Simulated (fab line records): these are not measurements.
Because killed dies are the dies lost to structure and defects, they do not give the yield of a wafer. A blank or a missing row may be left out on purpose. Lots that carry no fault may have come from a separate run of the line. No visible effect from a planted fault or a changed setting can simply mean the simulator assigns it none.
Chamber matching :: flow nand_harc :: pecvd-04 running NHARC_A_CONTACT_DEP_58: 3 sister chambers
The step deposits SiON, target thk 90 nm. 6 wafers are shown with their chamber, then 8 later ones without.

WAFERS, EACH WITH ITS CHAMBER
wafer: L081.5
chamber: 1
heater_power_w (W): 805
rf_fwd_power_W (W): 348.2

wafer: L085.2
chamber: 0
heater_power_w (W): 797
rf_fwd_power_W (W): 347.8

wafer: L085.5
chamber: 1
heater_power_w (W): 687
rf_fwd_power_W (W): 347.6

wafer: L089.5
chamber: 0
heater_power_w (W): 680
rf_fwd_power_W (W): 349.4

wafer: L089.6
chamber: 2
heater_power_w (W): 738
rf_fwd_power_W (W): 348.4

wafer: L093.2
chamber: 2
heater_power_w (W): 720
rf_fwd_power_W (W): 350.4

WAFERS WITHOUT THEIR CHAMBER
wafer: L093.5
heater_power_w (W): 721
rf_fwd_power_W (W): 349.4

wafer: L093.6
heater_power_w (W): 659
rf_fwd_power_W (W): 348.0

wafer: L096.1
heater_power_w (W): 781
rf_fwd_power_W (W): 346.8

wafer: L096.4
heater_power_w (W): 753
rf_fwd_power_W (W): 348.2

wafer: L096.6
heater_power_w (W): 707
rf_fwd_power_W (W): 349.9

wafer: L097.2
heater_power_w (W): 673
rf_fwd_power_W (W): 347.5

wafer: L097.3
heater_power_w (W): 759
rf_fwd_power_W (W): 349.2

wafer: L097.4
heater_power_w (W): 750
rf_fwd_power_W (W): 348.9

WHICH CHAMBER EACH WENT THROUGH
wafer: L093.5
from the rows above: can't be placed: 2 or 0 or 1
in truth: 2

wafer: L093.6
from the rows above: can't be placed: 1 or 0 or 2
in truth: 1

wafer: L096.1
from the rows above: can't be placed: 1 or 0 or 2
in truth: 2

wafer: L096.4
from the rows above: can't be placed: 1 or 0 or 2
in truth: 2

wafer: L096.6
from the rows above: can't be placed: 2 or 0 or 1
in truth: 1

wafer: L097.2
from the rows above: can't be placed: 1 or 0 or 2
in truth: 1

wafer: L097.3
from the rows above: can't be placed: 2 or 0 or 1
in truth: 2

wafer: L097.4
from the rows above: can't be placed: 0 or 2 or 1
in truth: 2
Correctly placed: 0 of 8. Cannot be placed on the basis of these rows: 8; the candidates contain the true chamber in 8. Wrongly placed: 0.
How it was worked out, from the rows above alone: a wafer's distance from a chamber is the root of the sum, over the readings, of the square of ((its reading less the chamber's mean) divided by the reading's scatter). The wafer belongs to the nearest chamber; if the next one is less than 2 further off, it can't be placed. For every chamber, the mean is computed from those of its wafers that are shown. How the scatter is found: for the shown wafers, subtract from each reading the mean of its chamber, square and add these, divide the total by (wafers less chambers), then take the root.
